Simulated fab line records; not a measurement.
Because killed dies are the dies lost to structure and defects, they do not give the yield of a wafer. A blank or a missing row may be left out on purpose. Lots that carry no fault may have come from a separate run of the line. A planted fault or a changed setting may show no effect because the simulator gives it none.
Matching of chambers    flow nand-harc    NHARC_A_M1_ETCH_35 on rie-diel-05 has 4 sister chambers
The step etches the open film in N2/H2, target depth 40 nm, overetch 12 nm, time 43.94 s. 4 wafers are shown with their chamber, then 10 later ones without.

EACH WAFER AND ITS CHAMBER
wafer   chamber  drypump-motor-current-A (A)
L084.1  0        5.5
L084.4  1        6.7
L084.5  2        5.3
L087.5  3        5.7

WAFERS WITH NO CHAMBER GIVEN
wafer   drypump-motor-current-A (A)
L087.6  5.5
L089.2  5.5
L089.5  5.7
L089.6  5.3
L091.2  5.4
L091.4  5.5
L091.6  6.7
L096.1  6.7
L096.4  5.7
L096.5  5.5

WHICH CHAMBER EACH ONE RAN IN
wafer   from the rows above      in truth
L087.6  0                        0
L089.2  0                        0
L089.5  3                        3
L089.6  2                        2
L091.2  can't be placed: 0 or 2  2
L091.4  0                        0
L091.6  1                        1
L096.1  1                        1
L096.4  3                        3
L096.5  0                        0
Correctly placed: 9 of 10. Not placeable from these rows: 1 (in 1, the candidates include the true chamber). 0 placed wrongly.
How it was worked out, from the rows above alone: a wafer's distance from a chamber is the root of the sum, over the readings, of the square of ((its reading less the chamber's mean) divided by the reading's scatter). If the next closest chamber is less than 2 further off than the closest, the wafer can't be placed; otherwise it belongs to the closest. For every chamber, the mean is computed from those of its wafers that are shown. The scatter: with one shown wafer a chamber, the root of the mean of the squares of how far each hidden wafer lies from its nearest shown one.
